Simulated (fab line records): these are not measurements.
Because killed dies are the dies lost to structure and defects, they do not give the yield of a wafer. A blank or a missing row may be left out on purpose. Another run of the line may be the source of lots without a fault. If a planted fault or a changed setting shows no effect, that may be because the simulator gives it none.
Matching of chambers :: flow n5Finfet :: pecvd-01 running N5_BEOL_M4_ILD_DEP_00: 3 sister chambers
The step deposits SiOC from DEMS/O2, target thk 79 nm, time 15.3 s. 6 wafers are shown with their chamber, then 10 later ones without.

## WAFERS WITH THEIR CHAMBER
wafer: L083.6
chamber: 0
throttleValvePct (%): 11.8
heaterPowerW (W): 570

wafer: L087.2
chamber: 1
throttleValvePct (%): 12.4
heaterPowerW (W): 536

wafer: L087.4
chamber: 2
throttleValvePct (%): 11.2
heaterPowerW (W): 446

wafer: L087.5
chamber: 1
throttleValvePct (%): 12.3
heaterPowerW (W): 525

wafer: L090.1
chamber: 0
throttleValvePct (%): 11.8
heaterPowerW (W): 666

wafer: L090.5
chamber: 2
throttleValvePct (%): 11.3
heaterPowerW (W): 415

## WAFERS WITH NO CHAMBER GIVEN
wafer: L090.6
throttleValvePct (%): 12.4
heaterPowerW (W): 458

wafer: L092.1
throttleValvePct (%): 11.7
heaterPowerW (W): 652

wafer: L092.2
throttleValvePct (%): 11.3
heaterPowerW (W): 476

wafer: L092.4
throttleValvePct (%): 11.6
heaterPowerW (W): 466

wafer: L096.2
throttleValvePct (%): 11.3
heaterPowerW (W): 447

wafer: L096.4
throttleValvePct (%): 11.1
heaterPowerW (W): 447

wafer: L096.6
throttleValvePct (%): 12.2
heaterPowerW (W): 543

wafer: L095.4
throttleValvePct (%): 12.4
heaterPowerW (W): 552

wafer: L095.5
throttleValvePct (%): 11.9
heaterPowerW (W): 630

wafer: L095.6
throttleValvePct (%): 11.2
heaterPowerW (W): 463

## WHICH CHAMBER EACH ONE RAN IN
wafer: L090.6
from the rows above: 1
in truth: 1

wafer: L092.1
from the rows above: 0
in truth: 0

wafer: L092.2
from the rows above: 2
in truth: 2

wafer: L092.4
from the rows above: can't be placed: 0 or 2
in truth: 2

wafer: L096.2
from the rows above: 2
in truth: 2

wafer: L096.4
from the rows above: 2
in truth: 2

wafer: L096.6
from the rows above: 1
in truth: 1

wafer: L095.4
from the rows above: 1
in truth: 1

wafer: L095.5
from the rows above: 0
in truth: 0

wafer: L095.6
from the rows above: 2
in truth: 2
9 of 10 placed correctly. Can't be placed from these rows: 1 (the true chamber is among the candidates in 1). Placed wrongly: 0.
How it was worked out, from the rows above alone: a wafer's distance from a chamber is the root of the sum, over the readings, of the square of ((its reading less the chamber's mean) divided by the reading's scatter). If the next closest chamber is less than 2 further off than the closest, the wafer can't be placed; otherwise it belongs to the closest. A chamber's mean is the mean of its shown wafers. The scatter: the root of (the sum of the squares of (reading less its chamber's mean) over the shown wafers, divided by (wafers less chambers)).
